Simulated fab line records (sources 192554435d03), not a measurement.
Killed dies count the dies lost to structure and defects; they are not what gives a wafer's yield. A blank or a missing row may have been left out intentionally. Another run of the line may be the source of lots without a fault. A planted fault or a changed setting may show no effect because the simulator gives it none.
Lot-split experiment -- flow n5 finfet -- on a route of 1938 steps: 7 lots, 21 wafers read

## THE SPLIT ITSELF
At N5_BEOL_M0_SAQP_SPACER2_ALD_26 (deposits SiO2, target thk 15 nm, pulse time 1 s, purge time 2 s), the setting target thk a was moved away from the recipe's 150 angstrom on 8 of the 21 wafers read, by -10.4% to +13.1%. This setting was run at the recipe's value on the other wafers.

## FROM THE SPLIT TO THE READING: what the file shows between them, 2 steps
- N5_BEOL_M0_SAQP_SPACER2_ETCHBACK_27: etches SiO2 in CHF3/O2, target depth 22.5 nm, time 11.25 s
- N5_BEOL_M0_SAQP_MANDREL2_REMOVE_110: chemistry HBr/Cl2/O2, target a-Si, stops on SiCN, bt time 10 s

## THE READING
cd nm at N5_BEOL_M0_SAQP_CD_MEAS_29, given in nm (cd target 14.4 nm). Fault-free wafers of this fab line usually give 15.04 nm, standard deviation 0.25 nm.

wafer,"tool, chamber at the split","target thk a as run, angstrom",against the recipe,"cd nm, nm",against lot-mates on the recipe
L078.3,"ald sin-02, 3",169.6,+13.1%,16.70,+1.62
L078.4,"ald sin-02, 2,0",150,recipe,15.06,-
L078.6,"ald sin-02, 2,0",150,recipe,15.09,-
L079.1,"ald sin-02, 0,3,1",150,recipe,15.02,-
L079.3,"ald sin-02, 0,3,1",150,recipe,14.84,-
L079.5,"ald sin-02, 0,3,1",150,recipe,14.71,-
L083.2,"ald sin-03, 1,2",134.4,-10.4%,13.41,-1.51
L083.5,"ald sin-03, 1",150,recipe,14.92,-
L083.6,"ald sin-03, 1,2",134.4,-10.4%,13.57,-1.35
L084.2,"ald sin-02, 2,1,3",150,recipe,14.79,-
L084.3,"ald sin-02, 2,1,3",150,recipe,14.99,-
L084.4,"ald sin-02, 2,1,3",150,recipe,15.38,-
L085.1,"ald sin-02, 1,2,1",150,recipe,15.04,-
L085.5,"ald sin-02, 1,2,1",150,recipe,15.30,-
L085.6,"ald sin-02, 1,2,1",150,recipe,14.98,-
L087.1,"ald sin-01, 0,1,3",164.3,+9.5%,16.59,no lot-mate on the recipe
L087.2,"ald sin-01, 0,1,3",164.3,+9.5%,16.76,no lot-mate on the recipe
L087.3,"ald sin-01, 0,1,3",164.3,+9.5%,16.68,no lot-mate on the recipe
L088.1,"ald sin-03, 0",157.8,+5.2%,15.93,+1.02
L088.3,"ald sin-03, 2",150,recipe,14.91,-
L088.5,"ald sin-03, 1",157.8,+5.2%,15.78,+0.87
When a row names more than one chamber, that row covers several wafers, and the file does not tell which wafer ran in which chamber.

FIT RESULTS
A straight line over all 21 wafers: cd nm changes by +0.153 nm for each +1% of target thk a; r = +0.98; the points scatter about the line by 0.19 nm.
The same after taking each lot's own level away (the mean of its wafers on the recipe; 18 wafers): +0.138 nm for each +1%; r = +0.97; scatter 0.17 nm.
On that fit, the largest move of target thk a shifts the reading by 1.8 nm.
From 14.857 to 15.107 nm: that is the span of the lots' own levels, equal to 1.0 times the standard deviation above.
Hence the slope depends on the lot-to-lot level, as the two fits are not the same.
Check: for one of the wafers moved furthest among these (+13.1%), held out of the fit, the line's prediction against its lot-mates is +1.96 nm. It came out at +1.62 nm against them.

## ADDITIONAL SPLITS CARRIED BY THESE WAFERS
These wafers also went through other splits before the reading. Each is held against what the fit with the lots' levels taken away leaves over:
other split on the same wafers,wafers away from the commonest value,r with cd nm (lot level and that fit taken away)
N5_MOL_CONTACT_COAG_PECVD_31 temp c,5,+0.23
N5_MOL_CONTACT_COAG_COAT_64 spin rpm,6,+0.04

## THE WHOLE CHAIN: every reading that the file lists as answering this split, in the file's order
step,what it does,reading,change (the file's fit),r (the file's)
N5_BEOL_M0_SAQP_SPACER2_ALD_26,"deposits SiO2, target thk 15 nm, pulse time 1 s, purge time 2 s","SiO2_of_BEOL_M0_SAQP_SPACER2_ALD_26.thk nm (the simulator's own value, which no gauge read)",+0.143 nm for each +1% of the setting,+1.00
N5_BEOL_M0_SAQP_MANDREL2_REMOVE_110,"chemistry HBr/Cl2/O2, target a-Si, stops on SiCN, bt time 10 s","BEOL_M0_SAQP.cd nm (the simulator's own value, which no gauge read)",+0.132 nm for each +1% of the setting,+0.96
N5_BEOL_M0_SAQP_CD_MEAS_29,target cd 14.4 nm,cd nm,+0.134 nm for each +1% of the setting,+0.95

## FILE'S OWN FIT
cd nm changes by +0.134 nm for each +1% of target thk a, r = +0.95.
